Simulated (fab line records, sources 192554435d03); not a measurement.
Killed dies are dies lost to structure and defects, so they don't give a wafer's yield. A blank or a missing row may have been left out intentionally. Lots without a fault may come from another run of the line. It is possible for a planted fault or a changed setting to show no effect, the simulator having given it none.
Chamber matching + flow n5Finfet + N5_DUMMY_GATE_STRIP_40 on rieDiel-05 has 4 sister chambers
The step strips in CF4. 16 wafers are shown with their chamber, then 8 later ones without.

EACH WAFER AND ITS CHAMBER
| wafer  | chamber | showerheadPlenumPTorr (Torr) | throttleValvePct (%) | oesProductAu (a.u.) |
|--------|---------|------------------------------|----------------------|---------------------|
| L076.1 | 3       | 1.79                         | 13.91                | 0.70                |
| L076.3 | 2       | 1.81                         | 13.08                | 0.88                |
| L076.6 | 1       | 1.86                         | 13.56                | 0.73                |
| L077.1 | 2       | 1.81                         | 13.09                | 0.89                |
| L077.4 | 0       | 1.75                         | 13.16                | 0.87                |
| L077.5 | 0       | 1.75                         | 13.17                | 0.86                |
| L081.1 | 2       | 1.81                         | 13.07                | 0.86                |
| L081.3 | 3       | 1.79                         | 13.94                | 0.70                |
| L081.6 | 2       | 1.81                         | 13.07                | 0.88                |
| L086.1 | 0       | 1.75                         | 13.20                | 0.85                |
| L086.2 | 2       | 1.81                         | 13.12                | 0.86                |
| L086.4 | 1       | 1.85                         | 13.62                | 0.73                |
| L087.1 | 2       | 1.81                         | 13.11                | 0.85                |
| L087.5 | 3       | 1.79                         | 13.94                | 0.69                |
| L087.6 | 0       | 1.74                         | 13.20                | 0.84                |
| L094.1 | 3       | 1.79                         | 14.00                | 0.68                |

SIGNATURES (means of the wafers above)
| reading               | chamber 0 | chamber 1 | chamber 2 | chamber 3 | scatter within a chamber |
|-----------------------|-----------|-----------|-----------|-----------|--------------------------|
| showerheadPlenumPTorr | 1.7475    | 1.8550    | 1.8100    | 1.7900    | 0.00323                  |
| throttleValvePct      | 13.1825   | 13.5900   | 13.0900   | 13.9475   | 0.0282                   |
| oesProductAu          | 0.8550    | 0.7300    | 0.8700    | 0.6925    | 0.0128                   |
Rule: a wafer's distance from a chamber is the root of the sum, over the readings, of the square of ((its reading less the chamber's mean) divided by the reading's scatter). The wafer belongs to the nearest chamber; if the next one is less than 2 further off, it can't be placed. The scatter: the root of (the sum of the squares of (reading less its chamber's mean) over the shown wafers, divided by (wafers less chambers)).

WAFERS WHOSE CHAMBER IS MISSING
| wafer  | showerheadPlenumPTorr (Torr) | throttleValvePct (%) | oesProductAu (a.u.) |
|--------|------------------------------|----------------------|---------------------|
| L094.2 | 1.74                         | 13.24                | 0.83                |
| L094.3 | 1.80                         | 13.13                | 0.84                |
| L095.1 | 1.74                         | 13.22                | 0.82                |
| L095.3 | 1.85                         | 13.65                | 0.70                |
| L095.5 | 1.74                         | 13.24                | 0.83                |
| L097.1 | 1.78                         | 13.99                | 0.68                |
| L097.3 | 1.80                         | 13.15                | 0.83                |
| L097.5 | 1.80                         | 13.15                | 0.82                |

EACH ONE'S CHAMBER
| wafer  | from the rows above | in truth |
|--------|---------------------|----------|
| L094.2 | 0                   | 0        |
| L094.3 | 2                   | 2        |
| L095.1 | 0                   | 0        |
| L095.3 | 1                   | 1        |
| L095.5 | 0                   | 0        |
| L097.1 | 3                   | 3        |
| L097.3 | 2                   | 2        |
| L097.5 | 2                   | 2        |
Placed correctly: 8 of 8. Can't be placed from these rows: 0. Wrongly placed: 0.
